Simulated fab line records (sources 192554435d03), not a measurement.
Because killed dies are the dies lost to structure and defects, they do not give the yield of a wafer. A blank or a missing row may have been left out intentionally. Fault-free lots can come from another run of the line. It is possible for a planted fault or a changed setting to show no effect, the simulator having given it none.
What tool caused it?	flow n5Finfet	24 lots with 72 wafers sampled at 6 steps, on a route of 1938 steps

WHAT EACH GAUGE READ, for each wafer
N5_BEOL_M13_THK_MEAS_50: measures by xrf. Usual: M13_THK gives 424 nm (standard deviation 7.4).
lot	measured	on	M13_THK (nm)	flag
L075	day 12 00:44	filmMetro-02	437 423 422	
L074	day 12 12:11	filmMetro-01	434 431 422	
L076	day 12 12:38	filmMetro-02	420 432 422	
L077	day 12 12:38	filmMetro-01	433 416 426	
L078	day 12 23:26	filmMetro-02	407 431 413	
L079	day 13 03:22	filmMetro-02	436 424 432	
L082	day 13 11:41	filmMetro-02	424 429 421	
L080	day 13 15:12	filmMetro-01	431 419 415	
L081	day 13 15:44	filmMetro-02	439 439 422	
L083	day 14 08:10	filmMetro-01	426 422 410	
L086	day 14 16:47	filmMetro-01	424 416 422	
L085	day 14 20:20	filmMetro-02	419 430 419	
L084	day 14 22:48	filmMetro-01	417 425 425	
L089	day 15 03:55	filmMetro-02	434 415 429	
L087	day 15 06:39	filmMetro-02	424 417 421	
L088	day 15 07:19	filmMetro-02	415 435 422	
L091	day 15 09:52	filmMetro-02	434 411 416	
L090	day 15 11:56	filmMetro-01	415 419 417	
L092	day 15 21:50	filmMetro-02	418 423 421	
L093	day 16 00:24	filmMetro-02	430 415 419	
L094	day 16 19:11	filmMetro-01	423 420 426	
L095	day 17 01:09	filmMetro-02	420 429 433	
L097	day 17 06:32	filmMetro-01	430 416 430	
L096	day 17 14:16	filmMetro-02	410 421 426	

N5_BEOL_M14_THK_MEAS_01. Usual: M14_ILD_THK gives 1119 nm (standard deviation 19).
lot	measured	on	M14_ILD_THK (nm)	flag
L075	day 12 01:08	filmMetro-01	1112 1116 1146	
L074	day 12 12:34	filmMetro-02	1109 1131 1124	
L076	day 12 13:01	filmMetro-02	1125 1116 1120	
L077	day 12 13:01	filmMetro-02	1135 1147 1104	
L078	day 12 23:49	filmMetro-02	1127 1124 1143	
L079	day 13 03:45	filmMetro-02	1111 1126 1113	
L082	day 13 12:04	filmMetro-01	1104 1057 1138	
L080	day 13 15:35	filmMetro-01	1100 1127 1103	
L081	day 13 16:07	filmMetro-02	1107 1121 1124	
L083	day 14 08:37	filmMetro-01	1104 1097 1115	
L086	day 14 17:10	filmMetro-01	1115 1143 1147	
L085	day 14 20:43	filmMetro-02	1091 1109 1154	
L084	day 14 23:11	filmMetro-01	1108 1105 1118	
L089	day 15 04:19	filmMetro-01	1114 1150 1139	
L087	day 15 07:02	filmMetro-01	1087 1104 1128	
L088	day 15 07:41	filmMetro-02	1121 1133 1133	
L091	day 15 10:15	filmMetro-01	1094 1141 1153	
L090	day 15 12:19	filmMetro-01	1115 1082 1108	
L092	day 15 22:13	filmMetro-02	1120 1127 1146	
L093	day 16 00:47	filmMetro-02	1111 1131 1124	
L094	day 16 19:35	filmMetro-01	1082 1102 1105	
L095	day 17 01:32	filmMetro-01	1109 1122 1136	
L097	day 17 06:55	filmMetro-02	1113 1100 1133	
L096	day 17 14:43	filmMetro-02	1154 1143 1149	

N5_PASSIVATION_OVL_MEAS_63. Usual: PAD_OVL gives 0 nm (standard deviation 5.7).
lot	measured	on	PAD_OVL (nm)	flag
L075	day 12 21:49	overlay-01	4 -2 -4	
L074	day 13 10:59	overlay-01	-9 -2 -2	
L076	day 13 11:50	overlay-01	-2 -2 2	
L077	day 13 11:26	overlay-01	7 0 7	
L078	day 13 21:38	overlay-01	-2 -5 -3	
L079	day 13 22:52	overlay-02	3 -6 -1	
L082	day 14 09:13	overlay-02	-5 -11 -1	
L080	day 14 14:37	overlay-02	13 9 8	
L081	day 14 21:29	overlay-02	-1 0 8	
L083	day 15 06:11	overlay-01	2 -1 4	
L086	day 15 23:16	overlay-01	11 7 8	
L085	day 15 23:40	overlay-02	-3 6 -4	
L084	day 16 02:43	overlay-02	6 0 7	
L089	day 16 03:21	overlay-01	-2 -5 2	
L087	day 16 08:59	overlay-02	10 9 6	
L088	day 16 14:10	overlay-02	-3 2 -4	
L091	day 16 15:21	overlay-01	-11 -7 -1	
L090	day 16 19:22	overlay-02	-7 3 -4	
L092	day 16 19:47	overlay-01	6 -10 -4	
L093	day 16 20:17	overlay-01	-7 3 7	
L094	day 17 17:54	overlay-02	-8 -15 -3	
L095	day 18 02:47	overlay-01	-10 -3 8	
L097	day 18 03:17	overlay-01	4 -1 -1	
L096	day 18 09:38	overlay-01	9 2 6	

EACH LOT AND THE TOOL THAT RAN IT (in order: tool; ch and the chambers of the sampled wafers; start)
lot	N5_BEOL_M14_STRIP_64	N5_BEOL_M14_DESCUM_33	N5_BEOL_M14_ETCH_38
L075	rieDiel-01 ch 0,2, day 12 02:30 or earlier	rieDiel-06 ch 0,2,3, day 12 02:30	rieDiel-01 ch 0,1, day 12 21:49 or earlier
L074	rieDiel-05 ch 2,3, day 12 14:14 or earlier	rieDiel-06 ch 1,2, day 12 14:14	rieDiel-06 ch 2,3, day 13 10:59 or earlier
L076	rieDiel-01 ch 0,2, day 12 14:31 or earlier	rieDiel-05 ch 0,2,3, day 12 14:31	rieDiel-05 ch 0,1,3, day 13 11:50 or earlier
L077	rieDiel-05 ch 0,2,3, day 12 14:43 or earlier	rieDiel-01 ch 0,1,2, day 12 14:43	rieDiel-05 ch 2,3, day 13 11:26 or earlier
L078	rieDiel-06 ch 0,2, day 13 01:52 or earlier	rieDiel-01 ch 0,2, day 13 01:52	rieDiel-05 ch 1,2, day 13 21:38 or earlier
L079	rieDiel-01 ch 0,1,3, day 13 05:07 or earlier	rieDiel-06 ch 0,2, day 13 05:07	rieDiel-01 ch 1,2,3, day 13 22:52 or earlier
L082	rieDiel-01 ch 0,3, day 13 13:51 or earlier	rieDiel-05 ch 0,2, day 13 13:51	rieDiel-05 ch 0,1, day 14 09:13 or earlier
L080	rieDiel-05 ch 2,3, day 13 17:05 or earlier	rieDiel-01 ch 0,3, day 13 17:05	rieDiel-06 ch 2,3, day 14 14:37 or earlier
L081	rieDiel-06 ch 2,3, day 13 17:40 or earlier	rieDiel-01 ch 0,2,3, day 13 17:40	rieDiel-06 ch 0,2,3, day 14 21:29 or earlier
L083	rieDiel-05 ch 0,2,3, day 14 09:52 or earlier	rieDiel-05 ch 1,2, day 14 09:52	rieDiel-01 ch 0,3, day 15 06:11 or earlier
L086	rieDiel-06 ch 0,2,3, day 14 18:32 or earlier	rieDiel-01 ch 0,3, day 14 18:32	rieDiel-05 ch 0,2,3, day 15 23:16 or earlier
L085	rieDiel-01 ch 0,3, day 14 22:07 or earlier	rieDiel-05 ch 0,3, day 14 22:07	rieDiel-01 ch 0,2,3, day 15 23:40 or earlier
L084	rieDiel-06 ch 0,1,2, day 15 00:33 or earlier	rieDiel-06 ch 1,2,3, day 15 00:33	rieDiel-01 ch 1,3, day 16 02:43 or earlier
L089	rieDiel-01 ch 1,2, day 15 05:40 or earlier	rieDiel-01 ch 0,3, day 15 05:40	rieDiel-06 ch 0,1, day 16 03:21 or earlier
L087	rieDiel-01 ch 0,1,2, day 15 08:42 or earlier	rieDiel-06 ch 0,2,3, day 15 08:42	rieDiel-06 ch 1,2,3, day 16 08:59 or earlier
L088	rieDiel-01 ch 0,1,2, day 15 09:17 or earlier	rieDiel-06 ch 0,1,3, day 15 09:17	rieDiel-06 ch 0,1,3, day 16 14:10 or earlier
L091	rieDiel-06 ch 2,3, day 15 11:37 or earlier	rieDiel-01 ch 0,1,2, day 15 11:37	rieDiel-01 ch 1,2,3, day 16 15:21 or earlier
L090	rieDiel-01 ch 0,1,2, day 15 13:58 or earlier	rieDiel-01 ch 1,2,3, day 15 13:58	rieDiel-05 ch 1,2,3, day 16 19:22 or earlier
L092	rieDiel-05 ch 2,3, day 15 23:37 or earlier	rieDiel-05 ch 1,2, day 15 23:37	rieDiel-06 ch 1,2, day 16 19:47 or earlier
L093	rieDiel-01 ch 1,2,3, day 16 02:09 or earlier	rieDiel-06 ch 0,2,3, day 16 02:09	rieDiel-01 ch 1,2, day 16 20:17 or earlier
L094	rieDiel-01 ch 2,3, day 16 21:05 or earlier	rieDiel-01 ch 0,1, day 16 21:05	rieDiel-05 ch 0,3, day 17 17:54 or earlier
L095	rieDiel-01 ch 1,2,3, day 17 03:04 or earlier	rieDiel-05 ch 0,2,3, day 17 03:04	rieDiel-01 ch 1,2,3, day 18 02:47 or earlier
L097	rieDiel-05 ch 0,1,3, day 17 08:17 or earlier	rieDiel-01 ch 0,1, day 17 08:17	rieDiel-01 ch 1,3, day 18 03:17 or earlier
L096	rieDiel-06 ch 0,1,3, day 17 16:05 or earlier	rieDiel-06 ch 1,2,3, day 17 16:05	rieDiel-06 ch 1,2,3, day 18 09:38 or earlier
- N5_BEOL_M14_STRIP_64: strips in O2.
- N5_BEOL_M14_DESCUM_33: chemistry O2, time 7.9 s.
- N5_BEOL_M14_ETCH_38: etches SiCN in CF4/N2, target depth 106.5 nm, time 120.6 s.

WHAT THE TOOLS THEMSELVES READ (means of the sampled wafers that have a number; where no wafer has one, the mark that the record gives instead)
N5_BEOL_M14_STRIP_64. Usual: drypumpMotorCurrentA 5.6 A, standard deviation 0.43; oesProductAu 0.82 a.u., standard deviation 0.061; rfVppV 3.6 V, standard deviation 0.52; showerheadPlenumPTorr 2.12 Torr, standard deviation 0.046; throttleValvePct 16.66 %, standard deviation 0.15.
lot	tool	drypumpMotorCurrentA (A)	oesProductAu (a.u.)	rfVppV (V)	showerheadPlenumPTorr (Torr)	throttleValvePct (%)	flag
L075	rieDiel-01	5.2	0.83	2.7	2.14	16.63	
L074	rieDiel-05	6.1	0.87	3.4	2.10	16.60	
L076	rieDiel-01	5.2	0.83	3.9	2.14	16.64	
L077	rieDiel-05	5.9	0.82	3.7	2.09	16.56	
L078	rieDiel-06	5.3	0.78	3.1	2.17	16.67	
L079	rieDiel-01	5.7	0.86	3.6	2.13	16.67	
L082	rieDiel-01	5.5	0.86	3.3	2.14	16.65	
L080	rieDiel-05	6.1	0.84	3.7	2.09	16.61	
L081	rieDiel-06	5.2	0.82	3.8	2.18	16.59	
L083	rieDiel-05	5.9	0.80	4.1	2.09	16.59	
L086	rieDiel-06	5.2	0.79	3.3	2.14	16.73	
L085	rieDiel-01	5.5	0.87	4.0	2.14	16.64	
L084	rieDiel-06	5.6	0.82	3.1	2.17	16.62	
L089	rieDiel-01	5.7	0.79	3.6	2.11	16.74	
L087	rieDiel-01	5.5	0.79	3.4	2.12	16.71	
L088	rieDiel-01	5.5	0.79	3.5	2.12	16.71	
L091	rieDiel-06	5.2	0.83	3.7	2.17	16.64	
L090	rieDiel-01	5.5	0.80	3.5	2.12	16.72	
L092	rieDiel-05	6.0	0.80	3.9	2.06	16.77	
L093	rieDiel-01	5.5	0.83	3.3	2.13	16.69	
L094	rieDiel-01	5.4	0.86	3.3	2.14	16.64	
L095	rieDiel-01	5.5	0.82	3.4	2.12	16.71	
L097	rieDiel-05	5.9	0.79	3.8	2.07	16.59	
L096	rieDiel-06	5.5	0.81	3.3	2.14	16.67	

N5_BEOL_M14_DESCUM_33. Usual: drypumpMotorCurrentA 5.6 A, standard deviation 0.42; oesProductAu 0.82 a.u., standard deviation 0.063; rfVppV 243.4 V, standard deviation 1.2; showerheadPlenumPTorr 2.12 Torr, standard deviation 0.054; throttleValvePct 20.46 %, standard deviation 0.16.
lot	tool	drypumpMotorCurrentA (A)	oesProductAu (a.u.)	rfVppV (V)	showerheadPlenumPTorr (Torr)	throttleValvePct (%)	flag
L075	rieDiel-06	5.2	0.81	243.8	2.15	20.49	
L074	rieDiel-06	5.6	0.77	243.5	2.12	20.36	
L076	rieDiel-05	6.0	0.83	242.8	2.09	20.35	
L077	rieDiel-01	5.5	0.83	243.8	2.13	20.47	
L078	rieDiel-01	5.2	0.82	243.0	2.13	20.45	
L079	rieDiel-06	5.3	0.78	244.0	2.16	20.45	
L082	rieDiel-05	5.8	0.79	242.1	2.06	20.52	
L080	rieDiel-01	5.5	0.90	244.0	2.14	20.44	
L081	rieDiel-01	5.3	0.87	243.4	2.14	20.44	
L083	rieDiel-05	5.8	0.81	242.2	2.02	20.64	
L086	rieDiel-01	5.5	0.83	243.1	2.14	20.48	
L085	rieDiel-05	5.9	0.78	242.5	2.11	20.22	
L084	rieDiel-06	5.5	0.86	246.0	2.18	20.32	
L089	rieDiel-01	5.5	0.87	243.1	2.14	20.47	
L087	rieDiel-06	5.2	0.78	243.9	2.13	20.55	
L088	rieDiel-06	5.5	0.83	243.9	2.14	20.46	
L091	rieDiel-01	5.5	0.79	243.8	2.12	20.51	
L090	rieDiel-01	5.5	0.83	243.4	2.13	20.48	
L092	rieDiel-05	5.8	0.80	242.5	2.02	20.66	
L093	rieDiel-06	5.2	0.78	243.9	2.13	20.55	
L094	rieDiel-01	5.6	0.77	243.5	2.11	20.55	
L095	rieDiel-05	5.9	0.78	242.5	2.08	20.41	
L097	rieDiel-01	5.6	0.77	243.5	2.11	20.56	
L096	rieDiel-06	5.5	0.83	245.0	2.18	20.35	

N5_BEOL_M14_ETCH_38. Usual: cf4FlowSccm 60.00 sccm, standard deviation 0.17; drypumpMotorCurrentA 5.6 A, standard deviation 0.41; oesProductAu 0.83 a.u., standard deviation 0.061; rfVppV 382.7 V, standard deviation 1.5; showerheadPlenumPTorr 2.22 Torr, standard deviation 0.059; throttleValvePct 15.37 %, standard deviation 0.15.
lot	tool	cf4FlowSccm (sccm)	drypumpMotorCurrentA (A)	oesProductAu (a.u.)	rfVppV (V)	showerheadPlenumPTorr (Torr)	throttleValvePct (%)	flag
L075	rieDiel-01	59.98	5.9	0.82	381.9	2.22	15.42	
L074	rieDiel-06	60.19	5.2	0.84	383.8	2.29	15.27	
L076	rieDiel-05	59.87	6.0	0.84	382.0	2.20	15.29	
L077	rieDiel-05	60.06	6.0	0.85	381.2	2.18	15.46	
L078	rieDiel-05	60.00	5.8	0.83	380.9	2.14	15.51	
L079	rieDiel-01	59.96	5.5	0.88	383.0	2.24	15.32	
L082	rieDiel-05	60.09	5.8	0.81	381.9	2.15	15.35	
L080	rieDiel-06	60.06	5.2	0.85	383.0	2.27	15.31	
L081	rieDiel-06	60.03	5.3	0.79	382.9	2.25	15.45	
L083	rieDiel-01	59.89	5.5	0.88	383.8	2.24	15.32	
L086	rieDiel-05	59.90	5.9	0.81	381.9	2.20	15.36	
L085	rieDiel-01	60.07	5.3	0.85	382.7	2.23	15.30	
L084	rieDiel-01	60.01	5.9	0.83	383.3	2.22	15.46	
L089	rieDiel-06	60.03	5.9	0.86	383.7	2.30	15.35	
L087	rieDiel-06	59.95	5.5	0.86	384.1	2.30	15.27	
L088	rieDiel-06	59.74	5.5	0.84	383.6	2.26	15.44	
L091	rieDiel-01	60.03	5.5	0.84	383.2	2.23	15.38	
L090	rieDiel-05	59.99	6.0	0.82	380.6	2.16	15.47	
L092	rieDiel-06	60.06	5.6	0.83	384.5	2.31	15.26	
L093	rieDiel-01	59.79	5.3	0.81	382.2	2.22	15.35	
L094	rieDiel-05	60.15	5.9	0.77	382.8	2.22	15.27	
L095	rieDiel-01	59.97	5.5	0.82	382.8	2.22	15.39	
L097	rieDiel-01	60.07	5.8	0.83	383.1	2.23	15.43	
L096	rieDiel-06	59.81	5.5	0.83	384.2	2.29	15.31	

THE ANSWER, worked out from the rows above alone
Rule: a lot counts as off when the mean over its wafers that have a number is more than 3 standard deviations away from the usual mean. A lot without any number at a reading at which 4 lots or more have one is off too. Any other lot the step has rows for is counted as sound. First the gauges in route order, then the tools' own readings, where a lot's mean is used as printed above. At the first step where some lot is off, the reading lying furthest off is the one used; lots without a number count as furthest.
None of the lots is off at any reading shown; this tells nothing.

WHAT THE SIMULATOR HAD INSERTED
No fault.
